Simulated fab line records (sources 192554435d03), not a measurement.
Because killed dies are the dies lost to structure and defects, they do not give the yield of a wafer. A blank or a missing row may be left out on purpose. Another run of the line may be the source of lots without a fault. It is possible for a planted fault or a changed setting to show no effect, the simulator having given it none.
Chamber matching -- flow n5 finfet -- rie diel-01 running N5_BEOL_M5_STRIP_19: 4 sister chambers
The step strips in O2. 16 wafers are shown with their chamber, then 8 later ones without.

WAFERS WITH THEIR CHAMBER
wafer,chamber,drypump motor current A (A),showerhead plenum p Torr (Torr),throttle valve pct (%)
L075.2,1,5.2,2.15,16.64
L075.4,3,4.7,2.09,17.09
L075.5,0,5.0,2.19,16.95
L076.3,2,5.5,2.10,16.95
L076.4,3,4.7,2.09,17.07
L076.6,2,5.6,2.10,16.94
L078.1,3,4.7,2.09,17.10
L078.3,1,5.2,2.14,16.63
L078.5,3,4.7,2.09,17.09
L080.2,0,5.0,2.18,16.97
L080.3,3,4.7,2.09,17.08
L080.4,1,5.2,2.14,16.64
L084.1,0,5.0,2.18,16.96
L084.2,2,5.6,2.10,16.97
L084.4,3,4.7,2.08,17.09
L089.3,1,5.2,2.13,16.26

SIGNATURES (averages over the wafers above)
reading,chamber 0,chamber 1,chamber 2,chamber 3,scatter within a chamber
drypump motor current A,5.000,5.200,5.567,4.700,0.0236
showerhead plenum p Torr,2.1833,2.1400,2.1000,2.0883,0.0054
throttle valve pct,16.9600,16.5425,16.9533,17.0867,0.0947
Rule: for a wafer and a chamber, the distance is found by dividing, reading by reading, the gap between the wafer's reading and the chamber's mean by the reading's scatter, squaring, summing and taking the root. If the next closest chamber is less than 2 further off than the closest, the wafer can't be placed; otherwise it belongs to the closest. The scatter: take each reading less its chamber's mean, square it, sum over the shown wafers, divide by the number of wafers less the number of chambers, and take the root.

WAFERS WHOSE CHAMBER IS MISSING
wafer,drypump motor current A (A),showerhead plenum p Torr (Torr),throttle valve pct (%)
L089.5,5.6,2.09,17.02
L089.6,5.2,2.13,16.26
L091.1,5.0,2.17,17.02
L091.2,5.5,2.09,17.00
L091.3,4.7,2.07,16.67
L087.1,4.7,2.08,16.65
L087.2,5.6,2.09,17.02
L087.3,5.2,2.13,16.29

WHICH CHAMBER EACH ONE RAN IN
wafer,from the rows above,in truth
L089.5,2,2
L089.6,1,1
L091.1,0,0
L091.2,2,2
L091.3,3,3
L087.1,3,3
L087.2,2,2
L087.3,1,1
Correct placement for 8 of the 8. From these rows, 0 cannot be placed. Placed wrongly: 0.
